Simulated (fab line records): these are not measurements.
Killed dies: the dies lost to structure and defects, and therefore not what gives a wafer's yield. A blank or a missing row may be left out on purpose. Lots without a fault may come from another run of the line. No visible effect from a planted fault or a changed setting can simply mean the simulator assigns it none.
Which tool did it? || flow nand harc || 13 lots, 39 wafers sampled, at 5 steps of a route of 1302

== WHAT THE GAUGES SHOWED, per wafer ==
NHARC_THIN_TSV_CD_MEAS_12: the cd target is 1000 nm.
{"lot": "L918", "measured": "day 24 08:10", "on": "cd sem-02", "cd nm (nm)": "1000.3 998.6 1000.6"}
{"lot": "L917", "measured": "day 24 00:20", "on": "cd sem-02", "cd nm (nm)": "1004.5 1003.7 1003.3"}
{"lot": "L920", "measured": "day 24 16:11", "on": "cd sem-02", "cd nm (nm)": "997.3 999.6 999.5"}
{"lot": "L919", "measured": "day 24 21:15", "on": "cd sem-02", "cd nm (nm)": "1003.2 1000.5 1002.6"}
{"lot": "L921", "measured": "day 24 19:55", "on": "cd sem-02", "cd nm (nm)": "999.0 999.1 999.5"}
{"lot": "L926", "measured": "day 28 10:59", "on": "cd sem-01", "cd nm (nm)": "1000.7 1002.0 1001.4"}
{"lot": "L927", "measured": "day 28 15:33", "on": "cd sem-01", "cd nm (nm)": "1000.8 998.9 1000.4"}
{"lot": "L930", "measured": "day 29 10:38", "on": "cd sem-01", "cd nm (nm)": "1001.0 1001.1 999.1"}
{"lot": "L932", "measured": "day 30 14:04", "on": "cd sem-03", "cd nm (nm)": "999.8 1001.1 1000.4"}
{"lot": "L934", "measured": "day 29 20:04", "on": "cd sem-03", "cd nm (nm)": "1002.0 1001.9 1001.9"}
{"lot": "L937", "measured": "day 32 13:12", "on": "cd sem-01", "cd nm (nm)": "999.8 1001.6 1001.1"}
{"lot": "L938", "measured": "day 32 18:01", "on": "cd sem-01", "cd nm (nm)": "1001.3 1000.3 1000.0"}
{"lot": "L939", "measured": "day 32 14:40", "on": "cd sem-01", "cd nm (nm)": "1000.4 1001.5 1000.4"}

NHARC_END_SORT_01.
{"lot": "L927", "measured": "day 29 13:13", "on": "prober-01", "killed at array": "93 93 99", "killed at other": "2 0 2", "killed at periphery": "5 4 5", "killed dies": "100 97 106", "killed open": "0 1 5", "killed short": "3 1 3"}
{"lot": "L930", "measured": "day 30 02:23", "on": "prober-02", "killed at array": "140 139 144", "killed at other": "0 0 0", "killed at periphery": "9 6 8", "killed dies": "149 145 152", "killed open": "3 1 1", "killed short": "0 1 1"}

== EACH LOT AND THE TOOL THAT RAN IT (in order: tool; ch and the chambers of the sampled wafers; start) ==
{"lot": "L918", "NHARC_A_ONON_D1_DEP_09": "pecvd onon-01 ch 0, day 7 20:11", "NHARC_A_BONDPAD_ETCH_24": "rie diel-10 ch 0,1,2, day 23 19:59 or earlier", "NHARC_HYBRID_BOND_ACTIVATE_00": "rie diel-11 ch 0,1,3, day 23 19:59"}
{"lot": "L917", "NHARC_A_ONON_D1_DEP_09": "pecvd onon-01 ch 0, day 7 20:32", "NHARC_A_BONDPAD_ETCH_24": "rie diel-13 ch 2,3, day 23 08:13 or earlier", "NHARC_HYBRID_BOND_ACTIVATE_00": "rie diel-11 ch 1,2,3, day 23 08:13"}
{"lot": "L920", "NHARC_A_ONON_D1_DEP_09": "pecvd onon-04 ch 0, day 9 00:22", "NHARC_A_BONDPAD_ETCH_24": "rie diel-10 ch 1,2,3, day 24 02:31 or earlier", "NHARC_HYBRID_BOND_ACTIVATE_00": "rie diel-12 ch 0,2,3, day 24 02:31"}
{"lot": "L919", "NHARC_A_ONON_D1_DEP_09": "pecvd onon-01 ch 0, day 9 00:25", "NHARC_A_BONDPAD_ETCH_24": "rie diel-10 ch 0,3, day 24 08:28 or earlier", "NHARC_HYBRID_BOND_ACTIVATE_00": "rie diel-03 ch 0,2, day 24 08:28"}
{"lot": "L921", "NHARC_A_ONON_D1_DEP_09": "pecvd onon-04 ch 0, day 9 13:56", "NHARC_A_BONDPAD_ETCH_24": "rie diel-10 ch 1,3, day 24 07:53 or earlier", "NHARC_HYBRID_BOND_ACTIVATE_00": "rie diel-11 ch 0,2,3, day 24 07:53"}
{"lot": "L926", "NHARC_A_ONON_D1_DEP_09": "pecvd onon-01 ch 0, day 11 13:35", "NHARC_A_BONDPAD_ETCH_24": "rie diel-10 ch 0,2, day 27 22:15", "NHARC_HYBRID_BOND_ACTIVATE_00": "rie diel-11 ch 1,3, day 28 00:20"}
{"lot": "L927", "NHARC_A_ONON_D1_DEP_09": "pecvd onon-01 ch 0, day 11 22:53", "NHARC_A_BONDPAD_ETCH_24": "rie diel-10 ch 0,1, day 27 23:40", "NHARC_HYBRID_BOND_ACTIVATE_00": "rie diel-11 ch 0,2, day 28 01:46"}
{"lot": "L930", "NHARC_A_ONON_D1_DEP_09": "pecvd onon-01 ch 0, day 13 03:25", "NHARC_A_BONDPAD_ETCH_24": "rie diel-04 ch 1,2,3, day 28 22:40 or earlier", "NHARC_HYBRID_BOND_ACTIVATE_00": "rie diel-11 ch 1,2,3, day 28 22:40"}
{"lot": "L932", "NHARC_A_ONON_D1_DEP_09": "pecvd onon-03 ch 0, day 14 07:29", "NHARC_A_BONDPAD_ETCH_24": "rie diel-10 ch 0,1, day 30 01:55 or earlier", "NHARC_HYBRID_BOND_ACTIVATE_00": "rie diel-11 ch 0,1,3, day 30 01:55"}
{"lot": "L934", "NHARC_A_ONON_D1_DEP_09": "pecvd onon-04 ch 0, day 14 20:56", "NHARC_A_BONDPAD_ETCH_24": "rie diel-04 ch 0,1, day 29 06:31 or earlier", "NHARC_HYBRID_BOND_ACTIVATE_00": "rie diel-11 ch 1,2,3, day 29 06:31"}
{"lot": "L937", "NHARC_A_ONON_D1_DEP_09": "pecvd onon-04 ch 0, day 15 23:52", "NHARC_A_BONDPAD_ETCH_24": "rie diel-04 ch 1,2, day 31 21:06", "NHARC_HYBRID_BOND_ACTIVATE_00": "rie diel-12 ch 0,1, day 31 23:13"}
{"lot": "L938", "NHARC_A_ONON_D1_DEP_09": "pecvd onon-04 ch 0, day 16 21:50", "NHARC_A_BONDPAD_ETCH_24": "rie diel-13 ch 1,2,3, day 32 05:46 or earlier", "NHARC_HYBRID_BOND_ACTIVATE_00": "rie diel-11 ch 1,3, day 32 05:46"}
{"lot": "L939", "NHARC_A_ONON_D1_DEP_09": "pecvd onon-01 ch 0, day 17 01:40", "NHARC_A_BONDPAD_ETCH_24": "rie diel-10 ch 0,2,3, day 32 03:52 or earlier", "NHARC_HYBRID_BOND_ACTIVATE_00": "rie diel-11 ch 1,3, day 32 03:52"}
- NHARC_A_ONON_D1_DEP_09: target thk 1000 nm.
- NHARC_A_BONDPAD_ETCH_24: etches the open film in CF4/N2, target depth 30 nm, time 72.99 s.
- NHARC_HYBRID_BOND_ACTIVATE_00: chemistry N2, time 60 s.

== WHAT THE TOOLS THEMSELVES READ (means of the sampled wafers that have a number; where no wafer has one, the mark that the record gives instead) ==
NHARC_A_BONDPAD_ETCH_24.
{"lot": "L918", "tool": "rie diel-10", "drypump motor current A (A)": 6.0, "oes product au (a.u.)": 0.995, "rf vpp V (V)": 313.6, "showerhead plenum p Torr (Torr)": 2.61, "throttle valve pct (%)": 19.792}
{"lot": "L917", "tool": "rie diel-13", "drypump motor current A (A)": 6.4, "oes product au (a.u.)": 1.000, "rf vpp V (V)": 312.8, "showerhead plenum p Torr (Torr)": 2.54, "throttle valve pct (%)": 19.791}
{"lot": "L920", "tool": "rie diel-10", "drypump motor current A (A)": 5.9, "oes product au (a.u.)": 0.997, "rf vpp V (V)": 313.2, "showerhead plenum p Torr (Torr)": 2.58, "throttle valve pct (%)": 19.795}
{"lot": "L919", "tool": "rie diel-10", "drypump motor current A (A)": 5.9, "oes product au (a.u.)": 1.006, "rf vpp V (V)": 313.2, "showerhead plenum p Torr (Torr)": 2.60, "throttle valve pct (%)": 19.786}
{"lot": "L921", "tool": "rie diel-10", "drypump motor current A (A)": 5.8, "oes product au (a.u.)": 1.002, "rf vpp V (V)": 314.3, "showerhead plenum p Torr (Torr)": 2.56, "throttle valve pct (%)": 19.789}
{"lot": "L926", "tool": "rie diel-10", "drypump motor current A (A)": 6.2, "oes product au (a.u.)": 1.006, "rf vpp V (V)": 313.4, "showerhead plenum p Torr (Torr)": 2.61, "throttle valve pct (%)": 19.803}
{"lot": "L927", "tool": "rie diel-10", "drypump motor current A (A)": 6.0, "oes product au (a.u.)": 1.003, "rf vpp V (V)": 314.1, "showerhead plenum p Torr (Torr)": 2.64, "throttle valve pct (%)": 19.790}
{"lot": "L930", "tool": "rie diel-04", "drypump motor current A (A)": 5.8, "oes product au (a.u.)": 1.005, "rf vpp V (V)": 316.3, "showerhead plenum p Torr (Torr)": 2.73, "throttle valve pct (%)": 19.795}
{"lot": "L932", "tool": "rie diel-10", "drypump motor current A (A)": 6.0, "oes product au (a.u.)": 0.998, "rf vpp V (V)": 314.2, "showerhead plenum p Torr (Torr)": 2.64, "throttle valve pct (%)": 19.792}
{"lot": "L934", "tool": "rie diel-04", "drypump motor current A (A)": 6.4, "oes product au (a.u.)": 0.995, "rf vpp V (V)": 313.6, "showerhead plenum p Torr (Torr)": 2.59, "throttle valve pct (%)": 19.794}
{"lot": "L937", "tool": "rie diel-04", "drypump motor current A (A)": 5.9, "oes product au (a.u.)": 1.001, "rf vpp V (V)": 314.8, "showerhead plenum p Torr (Torr)": 2.68, "throttle valve pct (%)": 19.800}
{"lot": "L938", "tool": "rie diel-13", "drypump motor current A (A)": 6.3, "oes product au (a.u.)": 1.000, "rf vpp V (V)": 314.5, "showerhead plenum p Torr (Torr)": 2.63, "throttle valve pct (%)": 19.805}
{"lot": "L939", "tool": "rie diel-10", "drypump motor current A (A)": 6.0, "oes product au (a.u.)": 0.995, "rf vpp V (V)": 313.5, "showerhead plenum p Torr (Torr)": 2.60, "throttle valve pct (%)": 19.794}

NHARC_HYBRID_BOND_ACTIVATE_00.
{"lot": "L918", "tool": "rie diel-11", "drypump motor current A (A)": 5.7, "oes product au (a.u.)": 0.990, "rf vpp V (V)": 63.5, "showerhead plenum p Torr (Torr)": 1.75}
{"lot": "L917", "tool": "rie diel-11", "drypump motor current A (A)": 5.7, "oes product au (a.u.)": 0.992, "rf vpp V (V)": 63.9, "showerhead plenum p Torr (Torr)": 1.83}
{"lot": "L920", "tool": "rie diel-12", "drypump motor current A (A)": 6.1, "oes product au (a.u.)": 1.003, "rf vpp V (V)": 63.8, "showerhead plenum p Torr (Torr)": 1.77}
{"lot": "L919", "tool": "rie diel-03", "drypump motor current A (A)": 5.3, "oes product au (a.u.)": 0.992, "rf vpp V (V)": 64.0, "showerhead plenum p Torr (Torr)": 1.73}
{"lot": "L921", "tool": "rie diel-11", "drypump motor current A (A)": 5.9, "oes product au (a.u.)": 0.987, "rf vpp V (V)": 63.7, "showerhead plenum p Torr (Torr)": 1.77}
{"lot": "L926", "tool": "rie diel-11", "drypump motor current A (A)": 5.5, "oes product au (a.u.)": 0.990, "rf vpp V (V)": 63.5, "showerhead plenum p Torr (Torr)": 1.81}
{"lot": "L927", "tool": "rie diel-11", "drypump motor current A (A)": 6.1, "oes product au (a.u.)": 0.996, "rf vpp V (V)": 64.8, "showerhead plenum p Torr (Torr)": 1.79}
{"lot": "L930", "tool": "rie diel-11", "drypump motor current A (A)": 5.7, "oes product au (a.u.)": 0.991, "rf vpp V (V)": 64.4, "showerhead plenum p Torr (Torr)": 1.83}
{"lot": "L932", "tool": "rie diel-11", "drypump motor current A (A)": 5.7, "oes product au (a.u.)": 0.994, "rf vpp V (V)": 63.8, "showerhead plenum p Torr (Torr)": 1.75}
{"lot": "L934", "tool": "rie diel-11", "drypump motor current A (A)": 5.7, "oes product au (a.u.)": 0.988, "rf vpp V (V)": 64.2, "showerhead plenum p Torr (Torr)": 1.83}
{"lot": "L937", "tool": "rie diel-12", "drypump motor current A (A)": 6.2, "oes product au (a.u.)": 0.996, "rf vpp V (V)": 64.2, "showerhead plenum p Torr (Torr)": 1.75}
{"lot": "L938", "tool": "rie diel-11", "drypump motor current A (A)": 5.5, "oes product au (a.u.)": 0.999, "rf vpp V (V)": 63.9, "showerhead plenum p Torr (Torr)": 1.80}
{"lot": "L939", "tool": "rie diel-11", "drypump motor current A (A)": 5.5, "oes product au (a.u.)": 0.993, "rf vpp V (V)": 64.0, "showerhead plenum p Torr (Torr)": 1.80}

== THE ANSWER, worked out from the rows above alone ==
Rule: usual is defined by the lots themselves. The widest of any qualifying gaps counts: lots, ordered by their means at a reading, are off when they make up no more than a third of the lots, leave a main group of 4 or more, and stand apart from it by 3 or more times the standard deviation of that group's means. A main group whose means are all the same, to the digits that the tables above print for the reading, isn't used. Also off: a lot with no number at a reading for which 4 or more lots have one. Where the step has rows for the other lots, those lots are counted as sound. The gauges are gone through in route order, then the tools' own readings, and for those a lot's mean is taken as printed above. At the first step where some lot is off, the reading lying furthest off is the one used; lots without a number count as furthest.
No lot is off at any reading shown: from this, nothing can be told.

== WHAT THE SIMULATOR HAD INSERTED ==
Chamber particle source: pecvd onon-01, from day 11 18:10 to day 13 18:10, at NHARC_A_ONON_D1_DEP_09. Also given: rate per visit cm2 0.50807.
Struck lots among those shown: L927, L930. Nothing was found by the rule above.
